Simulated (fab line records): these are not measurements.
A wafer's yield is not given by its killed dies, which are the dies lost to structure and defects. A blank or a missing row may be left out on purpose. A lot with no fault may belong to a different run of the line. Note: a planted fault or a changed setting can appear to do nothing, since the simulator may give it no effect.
Matching of chambers | flow nand-harc | rie-diel-09 running NHARC_A_BLC_STRIP_21: 4 sister chambers
The step strips in O2. 4 wafers are shown with their chamber, then 12 later ones without.

== WAFERS WITH THEIR CHAMBER ==
wafer  | chamber | showerhead-plenum-p-Torr (Torr)
L088.1 | 1       | 3.30
L088.6 | 0       | 3.50
L090.3 | 3       | 3.75
L090.6 | 2       | 3.50

== WAFERS WITHOUT THEIR CHAMBER ==
wafer  | showerhead-plenum-p-Torr (Torr)
L093.1 | 3.30
L093.2 | 3.50
L093.6 | 3.50
L092.2 | 3.50
L092.3 | 3.75
L092.5 | 3.50
L092.1 | 3.30
L092.4 | 3.49
L092.6 | 3.75
L096.2 | 3.49
L096.3 | 3.49
L096.4 | 3.30

== WHICH CHAMBER EACH ONE RAN IN ==
wafer  | from the rows above     | in truth
L093.1 | 1                       | 1
L093.2 | can't be placed: 0 or 2 | 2
L093.6 | can't be placed: 0 or 2 | 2
L092.2 | can't be placed: 0 or 2 | 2
L092.3 | 3                       | 3
L092.5 | can't be placed: 0 or 2 | 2
L092.1 | 1                       | 1
L092.4 | can't be placed: 0 or 2 | 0
L092.6 | 3                       | 3
L096.2 | can't be placed: 0 or 2 | 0
L096.3 | can't be placed: 0 or 2 | 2
L096.4 | 1                       | 1
5 of 12 placed correctly. Unplaceable from these rows: 7, with the true chamber sitting among the candidates in 7. 0 placed wrongly.
How it was worked out, from the rows above alone: a wafer's distance from a chamber is the root of the sum, over the readings, of the square of ((its reading less the chamber's mean) divided by the reading's scatter). The wafer belongs to the nearest chamber; if the next one is less than 2 further off, it can't be placed. A chamber's mean is the mean of its shown wafers. The scatter (one wafer shown for each chamber): square how far every hidden wafer sits from the nearest shown wafer, average those squares and take the square root.
